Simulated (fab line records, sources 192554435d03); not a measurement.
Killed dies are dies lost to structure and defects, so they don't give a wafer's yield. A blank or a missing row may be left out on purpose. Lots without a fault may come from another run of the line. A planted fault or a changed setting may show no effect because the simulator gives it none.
Which tool did it? | flow n5_finfet | 24 lots, 72 wafers sampled, at 4 steps of a route of 1938

WHAT THE GAUGES READ, wafer by wafer
N5_BEOL_M2_THK_MEAS_53: measures by xrf.
lot  | measured     | on            | M2_THK (nm)
L074 | day 7 15:43  | film_metro-02 | 40.8 41.6 41.2
L075 | day 7 03:01  | film_metro-01 | 37.6 43.5 40.7
L076 | day 7 22:22  | film_metro-02 | 41.9 39.0 41.1
L077 | day 8 05:04  | film_metro-01 | 40.5 43.0 41.8
L078 | day 8 08:31  | film_metro-01 | 42.2 40.9 40.6
L080 | day 8 14:23  | film_metro-02 | 39.5 41.1 42.5
L079 | day 8 14:59  | film_metro-01 | 39.8 40.7 39.7
L081 | day 8 20:53  | film_metro-01 | 41.7 42.1 41.1
L082 | day 9 02:38  | film_metro-02 | 43.2 41.6 39.1
L083 | day 9 03:00  | film_metro-02 | 42.7 39.9 40.3
L084 | day 9 21:07  | film_metro-01 | 38.5 37.9 41.1
L085 | day 10 05:14 | film_metro-02 | 38.6 41.6 42.1
L086 | day 10 05:43 | film_metro-01 | 42.1 40.5 41.6
L087 | day 10 18:16 | film_metro-01 | 40.3 38.9 42.3
L088 | day 10 18:59 | film_metro-01 | 41.6 40.1 40.3
L089 | day 10 22:10 | film_metro-02 | 39.5 40.0 41.3
L090 | day 10 23:52 | film_metro-02 | 41.3 38.9 41.3
L091 | day 11 10:34 | film_metro-02 | 41.7 40.6 42.2
L092 | day 11 13:37 | film_metro-02 | 41.6 43.6 39.9
L093 | day 11 16:40 | film_metro-02 | 42.2 42.4 40.8
L094 | day 12 07:56 | film_metro-02 | 44.3 39.8 42.4
L095 | day 12 08:13 | film_metro-02 | 39.7 41.2 40.4
L096 | day 12 16:35 | film_metro-02 | 40.7 39.3 42.6
L097 | day 12 20:12 | film_metro-01 | 40.8 39.8 41.2

WHICH TOOL RAN EACH LOT (tool, then ch and the chambers of the sampled wafers, then the start)
lot  | N5_BEOL_M2_PRE_CLEAN_45      | N5_BEOL_M2_SPUTTER_48        | N5_BEOL_M2_ANNEAL_49
L074 | pvd_sputter-03, day 6 19:58  | pvd_sputter-03, day 6 22:22  | pvd_sputter-03, day 6 22:27
L075 | pvd_sputter-01, day 6 23:51  | pvd_sputter-01, day 7 00:28  | pvd_sputter-01, day 7 00:33
L076 | pvd_sputter-03, day 7 19:10  | pvd_sputter-03, day 7 19:49  | pvd_sputter-03, day 7 19:53
L077 | pvd_sputter-02, day 8 01:41  | pvd_sputter-03, day 8 02:27  | pvd_sputter-03, day 8 02:32
L078 | pvd_sputter-03, day 8 04:38  | pvd_sputter-02, day 8 05:28  | pvd_sputter-02, day 8 05:32
L080 | pvd_sputter-01, day 8 10:59  | pvd_sputter-02, day 8 11:42  | pvd_sputter-02, day 8 11:47
L079 | pvd_sputter-02, day 8 11:04  | pvd_sputter-03, day 8 12:02  | pvd_sputter-03, day 8 12:07
L081 | pvd_sputter-03, day 8 17:38  | pvd_sputter-01, day 8 18:20  | pvd_sputter-01, day 8 18:25
L082 | pvd_sputter-02, day 8 23:03  | pvd_sputter-02, day 9 00:05  | pvd_sputter-02, day 9 00:10
L083 | pvd_sputter-01, day 8 23:07  | pvd_sputter-01, day 9 00:26  | pvd_sputter-01, day 9 00:31
L084 | pvd_sputter-02, day 9 17:34  | pvd_sputter-02, day 9 18:31  | pvd_sputter-02, day 9 18:35
L085 | pvd_sputter-01, day 10 01:20 | pvd_sputter-01, day 10 02:32 | pvd_sputter-01, day 10 02:37
L086 | pvd_sputter-01, day 10 01:25 | pvd_sputter-02, day 10 02:56 | pvd_sputter-02, day 10 03:01
L087 | pvd_sputter-01, day 10 14:37 | pvd_sputter-03, day 10 15:13 | pvd_sputter-03, day 10 15:17
L088 | pvd_sputter-03, day 10 14:49 | pvd_sputter-02, day 10 16:26 | pvd_sputter-02, day 10 16:31
L089 | pvd_sputter-01, day 10 18:44 | pvd_sputter-01, day 10 19:37 | pvd_sputter-01, day 10 19:41
L090 | pvd_sputter-02, day 10 18:46 | pvd_sputter-03, day 10 21:20 | pvd_sputter-03, day 10 21:25
L091 | pvd_sputter-03, day 11 05:35 | pvd_sputter-03, day 11 07:56 | pvd_sputter-03, day 11 08:01
L092 | pvd_sputter-03, day 11 10:22 | pvd_sputter-03, day 11 11:04 | pvd_sputter-03, day 11 11:09
L093 | pvd_sputter-03, day 11 13:17 | pvd_sputter-02, day 11 14:08 | pvd_sputter-02, day 11 14:13
L094 | pvd_sputter-01, day 12 04:47 | pvd_sputter-03, day 12 05:23 | pvd_sputter-03, day 12 05:28
L095 | pvd_sputter-01, day 12 04:54 | pvd_sputter-01, day 12 05:29 | pvd_sputter-01, day 12 05:34
L096 | pvd_sputter-02, day 12 13:20 | pvd_sputter-03, day 12 14:02 | pvd_sputter-03, day 12 14:07
L097 | pvd_sputter-01, day 12 16:52 | pvd_sputter-01, day 12 17:39 | pvd_sputter-01, day 12 17:44
- N5_BEOL_M2_PRE_CLEAN_45: time 30 s.
- N5_BEOL_M2_SPUTTER_48: material Cu, target thk 4.5 nm, time 8.29 s.
- N5_BEOL_M2_ANNEAL_49: time 240 s.

WHAT THE TOOLS THEMSELVES READ (means of the sampled wafers that have a number; where no wafer has one, the mark that the record gives instead)
N5_BEOL_M2_PRE_CLEAN_45.
lot  | tool           | heater_power_w (W)
L074 | pvd_sputter-03 | 307
L075 | pvd_sputter-01 | 335
L076 | pvd_sputter-03 | 324
L077 | pvd_sputter-02 | 325
L078 | pvd_sputter-03 | 322
L080 | pvd_sputter-01 | 360
L079 | pvd_sputter-02 | 326
L081 | pvd_sputter-03 | 303
L082 | pvd_sputter-02 | 317
L083 | pvd_sputter-01 | 334
L084 | pvd_sputter-02 | 338
L085 | pvd_sputter-01 | 363
L086 | pvd_sputter-01 | 366
L087 | pvd_sputter-01 | 334
L088 | pvd_sputter-03 | 319
L089 | pvd_sputter-01 | 354
L090 | pvd_sputter-02 | 318
L091 | pvd_sputter-03 | 303
L092 | pvd_sputter-03 | 299
L093 | pvd_sputter-03 | 316
L094 | pvd_sputter-01 | 382
L095 | pvd_sputter-01 | 361
L096 | pvd_sputter-02 | 327
L097 | pvd_sputter-01 | 359

N5_BEOL_M2_SPUTTER_48.
lot  | tool           | throttle_valve_pct (%)
L074 | pvd_sputter-03 | 30.7
L075 | pvd_sputter-01 | 29.9
L076 | pvd_sputter-03 | 29.4
L077 | pvd_sputter-03 | 30.7
L078 | pvd_sputter-02 | 30.2
L080 | pvd_sputter-02 | 29.7
L079 | pvd_sputter-03 | 29.7
L081 | pvd_sputter-01 | 30.0
L082 | pvd_sputter-02 | 29.5
L083 | pvd_sputter-01 | 30.1
L084 | pvd_sputter-02 | 29.0
L085 | pvd_sputter-01 | 30.1
L086 | pvd_sputter-02 | 29.6
L087 | pvd_sputter-03 | 30.3
L088 | pvd_sputter-02 | 29.7
L089 | pvd_sputter-01 | 30.8
L090 | pvd_sputter-03 | 29.9
L091 | pvd_sputter-03 | 30.3
L092 | pvd_sputter-03 | 30.7
L093 | pvd_sputter-02 | 29.2
L094 | pvd_sputter-03 | 30.8
L095 | pvd_sputter-01 | 30.2
L096 | pvd_sputter-03 | 30.4
L097 | pvd_sputter-01 | 30.1

N5_BEOL_M2_ANNEAL_49.
lot  | tool           | heater_power_w (W)
L074 | pvd_sputter-03 | 796
L075 | pvd_sputter-01 | 980
L076 | pvd_sputter-03 | 817
L077 | pvd_sputter-03 | 753
L078 | pvd_sputter-02 | 816
L080 | pvd_sputter-02 | 779
L079 | pvd_sputter-03 | 802
L081 | pvd_sputter-01 | 891
L082 | pvd_sputter-02 | 780
L083 | pvd_sputter-01 | 892
L084 | pvd_sputter-02 | 809
L085 | pvd_sputter-01 | 894
L086 | pvd_sputter-02 | 776
L087 | pvd_sputter-03 | 808
L088 | pvd_sputter-02 | 769
L089 | pvd_sputter-01 | 851
L090 | pvd_sputter-03 | 799
L091 | pvd_sputter-03 | 785
L092 | pvd_sputter-03 | 759
L093 | pvd_sputter-02 | 789
L094 | pvd_sputter-03 | 781
L095 | pvd_sputter-01 | 818
L096 | pvd_sputter-03 | 752
L097 | pvd_sputter-01 | 897

THE ANSWER, worked out from the rows above alone
Rule: what is usual is taken from the lots themselves. Put in order of their means at a reading, lots are off if they are a third of the lots or fewer, leave a main group of 4 or more, and stand apart from it by a gap of 3 or more times the standard deviation of the main group's means; of several such gaps the widest counts. A main group whose means are all the same, to the digits that the tables above print for the reading, isn't used. A lot without any number at a reading at which 4 lots or more have one is off too. The other lots that the step has rows for count as sound. The gauges are gone through in route order, then the tools' own readings, and for those a lot's mean is taken as printed above. The first step at which some lot is off is used, and at that step the reading that is off furthest; a lot without a number counts as furthest.
No lot is off at any reading shown: from this, nothing can be told.

WHAT THE SIMULATOR HAD PUT IN
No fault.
